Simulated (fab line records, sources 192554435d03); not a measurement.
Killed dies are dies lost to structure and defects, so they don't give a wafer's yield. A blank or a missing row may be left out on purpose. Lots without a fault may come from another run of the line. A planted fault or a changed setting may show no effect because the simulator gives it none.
Which tool did it? | flow n5_finfet | 11 lots, 33 wafers sampled, at 3 steps of a route of 1938

WHAT THE GAUGES READ, wafer by wafer
N5_BEOL_M5_CD_MEAS_11: target cd 27.74 nm. Usual: cd_nm 27.99 nm, standard deviation 0.24.
lot  | measured     | on        | cd_nm (nm)        | flag
L579 | day 7 16:23  | cd_sem-01 | 28.07 27.80 28.23 |
L582 | day 8 16:55  | cd_sem-03 | 28.10 28.12 28.00 |
L583 | day 9 00:29  | cd_sem-02 | 27.88 28.17 28.06 |
L589 | day 10 11:40 | cd_sem-01 | 28.26 27.95 28.22 |
L590 | day 10 15:05 | cd_sem-02 | 28.17 28.19 28.23 |
L591 | day 10 22:26 | cd_sem-01 | 27.58 27.66 28.43 |
L595 | day 11 21:42 | cd_sem-03 | 27.76 28.37 27.81 |
L596 | day 11 23:02 | cd_sem-03 | 28.00 27.89 28.02 |
L597 | day 12 06:05 | cd_sem-02 | 28.04 27.69 28.21 |
L600 | day 13 09:36 | cd_sem-01 | 28.09 27.79 27.84 |
L601 | day 13 17:58 | cd_sem-03 | 27.86 28.23 28.13 |

N5_BEOL_M5_INSPECT_30: inspects for defects (brightfield). Usual: raw_defect_count 380, standard deviation 80.
lot  | measured     | on                | raw_defect_count | flag
L579 | day 7 18:04  | defect_inspect-01 | 309 318 383      |
L582 | day 8 19:24  | defect_inspect-02 | 450 338 281      |
L583 | day 9 01:40  | defect_inspect-01 | 457 553 434      |
L589 | day 10 12:42 | defect_inspect-01 | 374 321 296      |
L590 | day 10 17:59 | defect_inspect-01 | 256 210 261      |
L591 | day 11 00:47 | defect_inspect-01 | 342 337 395      |
L595 | day 11 22:41 | defect_inspect-02 | 431 464 512      |
L596 | day 12 00:57 | defect_inspect-01 | 492 402 504      |
L597 | day 12 09:23 | defect_inspect-01 | 335 403 465      |
L600 | day 13 10:59 | defect_inspect-01 | 287 303 246      |
L601 | day 13 19:19 | defect_inspect-02 | 269 285 297      |

WHICH TOOL RAN EACH LOT (tool, then ch and the chambers of the sampled wafers, then the start)
lot  | N5_BEOL_M5_COAT_65
L579 | litho_track-03 ch 0, day 7 17:34
L582 | litho_track-04 ch 0, day 8 19:02
L583 | litho_track-03 ch 0, day 9 01:10
L589 | litho_track-03 ch 0, day 10 12:20
L590 | litho_track-03 ch 0, day 10 17:35
L591 | litho_track-03 ch 0, day 11 00:09
L595 | litho_track-04 ch 0, day 11 22:19
L596 | litho_track-01 ch 0, day 12 00:35
L597 | litho_track-04 ch 0, day 12 08:53
L600 | litho_track-01 ch 0, day 13 10:37
L601 | litho_track-04 ch 0, day 13 18:46
- N5_BEOL_M5_COAT_65: time 60 s, resist thk 60 nm.

WHAT THE TOOLS THEMSELVES READ (means of the sampled wafers that have a number; where no wafer has one, the mark that the record gives instead)
N5_BEOL_M5_COAT_65. Usual: chill_plate_temp_C 22.98 C, standard deviation 0.098; spin_speed_rpm 1500.0 rpm, standard deviation 0.93.
lot  | tool           | chill_plate_temp_C (C) | spin_speed_rpm (rpm) | flag
L579 | litho_track-03 | 22.87                  | 1499.9               |
L582 | litho_track-04 | 22.98                  | 1500.4               |
L583 | litho_track-03 | 23.04                  | 1500.8               |
L589 | litho_track-03 | 22.95                  | 1500.5               |
L590 | litho_track-03 | 22.93                  | 1421.7               | OFF
L591 | litho_track-03 | 23.06                  | 1423.2               | OFF
L595 | litho_track-04 | 22.93                  | 1500.5               |
L596 | litho_track-01 | 23.04                  | 1501.0               |
L597 | litho_track-04 | 22.95                  | 1499.4               |
L600 | litho_track-01 | 23.03                  | 1499.6               |
L601 | litho_track-04 | 22.95                  | 1498.4               |

THE ANSWER, worked out from the rows above alone
Rule: a lot is off if the mean of its wafers that have a number lies more than 3 standard deviations from the usual mean. A lot without any number at a reading at which 4 lots or more have one is off too. The other lots that the step has rows for count as sound. The gauges are gone through in route order, then the tools' own readings, and for those a lot's mean is taken as printed above. The first step at which some lot is off is used, and at that step the reading that is off furthest; a lot without a number counts as furthest.
Off: L590, L591, at N5_BEOL_M5_COAT_65 (spin_speed_rpm).
A tool fits if, at that step or a process step before it, it ran every lot that is off, and no sound lot after the first of them. One fits: litho_track-03 at N5_BEOL_M5_COAT_65. Its last sound lot is L589 (day 10 12:20), its first lot that is off L590 (day 10 17:35): a fault that began between those two fits.
The tool's own readings at N5_BEOL_M5_COAT_65 bear it out: on the lots that are off they differ by more than 5 times the standard deviation of the sound lots' means. spin_speed_rpm reads 1422.5 rpm there against 1500.1 rpm on the sound lots.

WHAT THE SIMULATOR HAD PUT IN
Process parameter drift: litho_track-03, from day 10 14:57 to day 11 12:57, at N5_BEOL_M5_COAT_65. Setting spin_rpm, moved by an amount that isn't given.
Lots struck among those shown: L590, L591. The rule above found the same.
